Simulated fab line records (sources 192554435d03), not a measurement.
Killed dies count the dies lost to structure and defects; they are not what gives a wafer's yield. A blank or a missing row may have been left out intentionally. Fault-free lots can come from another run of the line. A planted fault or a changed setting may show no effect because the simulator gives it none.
8D (eight disciplines) problem report, filled in by code | flow n5Finfet | the parts of the form that need people (team, actions taken, sign-off) are left out

1. WHAT IS WRONG
Across 3 wafers from 3 lots, IOFF_N at N5_BEOL_M4_RC_MEAS_101 averages 0.358 nA/um, while fault-free wafers read 0.163 nA/um with a standard deviation of 0.022. That puts it +8.9 standard deviations away from the usual mean.
Seen first at day 9 09:45 on prober-02, wafer L590.2. At this step, 30 wafers from 11 lots have a number in the record. Rule for "out" (also "out of limits"): further than 4 standard deviations from the usual mean. The rest of the wafers with a number are treated as sound.

2. WHAT IT IS AND WHAT IT IS NOT
question                    | is                                                              | is not
which readings at this step | IOFF_N, DIBL_N, IOFF_N_85C, IOFF_N_LIN, ION_N, REXT_N, VT_N_LVT | DIBL_P, IOFF_P, ION_P, SS_P, VT_P
which lots                  | L590, L593, L595                                                | L585, L587, L598, L601, L603, L605, L606, L608
which wafers of those lots  | L590.2, L593.3, L595.3                                          | L590.4, L593.5, L595.4
read on which gauges        | prober-01, prober-02                                            | -
when                        | from day 9 09:45                                                | up to then (7 sound wafers); but 20 sound wafers of L593, L595, L598, L601, L603, L605, L606, L608 came after

3. WHAT RULES OUT EACH SUSPECT
Counting: a tool at a process step up to the reading stays a suspect if it ran every lot that is out. Sound lots after the first of them don't rule it out here, since some wafers of a struck lot are sound.
- ruled out: the gauge at N5_BEOL_M4_RC_MEAS_101. Those wafers that are out were read across 2 gauges (prober-01, prober-02).
- epiRpcvd-02 at N5_SD_EPI_N_VAPOR_ETCH_50 (etches Si in HCl, time 54 s): kept. It processed each lot that is out (first: L590, day 4 09:42); up to then, its last sound lot is L587 (day 3 13:13).
Left after counting: epiRpcvd-02 at N5_SD_EPI_N_VAPOR_ETCH_50.

4. THE CAUSE (what the simulator had put in)
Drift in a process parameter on epiRpcvd-02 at N5_SD_EPI_N_VAPOR_ETCH_50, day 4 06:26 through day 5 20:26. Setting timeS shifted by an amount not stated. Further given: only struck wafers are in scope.
Counting left only this tool.

5. THE CHAIN OF EFFECTS, in route order
Each row: a reading whose mean over the struck wafers that have a number lies more than 3 standard deviations from the usual. Scope: only readings with a usual standard deviation given in the record; hours: median across lots of the time from each lot's start at the first step in this table that gives one to its start at this step; sigmas: change in usual standard deviations.
hours | step                    | reading      | usual       | on struck wafers | change | sigmas
0     | N5_BEOL_M4_RC_MEAS_101  | DIBL_N       | 36.5 mV/V   | 44.7             | +8.2   | +5.9
0     | N5_BEOL_M4_RC_MEAS_101  | IOFF_N       | 0.163 nA/um | 0.358            | +0.195 | +8.9
0     | N5_BEOL_M4_RC_MEAS_101  | IOFF_N_85C   | 3.1 nA/um   | 6.1              | +3.0   | +8.0
0     | N5_BEOL_M4_RC_MEAS_101  | IOFF_N_LIN   | 0.075 nA/um | 0.134            | +0.059 | +6.8
0     | N5_BEOL_M4_RC_MEAS_101  | ION_N        | 675 uA/um   | 722              | +47    | +5.7
0     | N5_BEOL_M4_RC_MEAS_101  | REXT_N       | 74.7 ohm.um | 65.8             | -8.9   | -5.6
0     | N5_BEOL_M4_RC_MEAS_101  | SS_N         | 71.5 mV/dec | 73.2             | +1.7   | +3.3
0     | N5_BEOL_M4_RC_MEAS_101  | VT_N         | 249.7 mV    | 238.3            | -11.4  | -4.4
0     | N5_BEOL_M4_RC_MEAS_101  | VT_N_LVT     | 98.2 mV     | 86.3             | -11.9  | -4.4
106   | N5_PASSIVATION_PROBE_49 | sortNPass    | 1076        | 1002             | -74    | -3.9
106   | N5_PASSIVATION_PROBE_49 | sortYieldPct | 91.2 %      | 84.9             | -6.3   | -3.9
It contains these process steps:
- N5_PASSIVATION_PROBE_49

6. WHAT WOULD HAVE CAUGHT IT SOONER
123 hours passed between the start of the fault at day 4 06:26 and the first reading out of limits at a measuring or inspecting step in this record, taken at day 9 09:45.
No tool reading at N5_SD_EPI_N_VAPOR_ETCH_50 that has a usual standard deviation in the record was out on any struck wafer, so an alarm limit of 4 standard deviations on those readings would not have fired.
All the lots that are out (3) had begun N5_SD_EPI_N_VAPOR_ETCH_50 on epiRpcvd-02 by day 9 09:45. Had the tool been put on hold then, not one of them would have been saved.
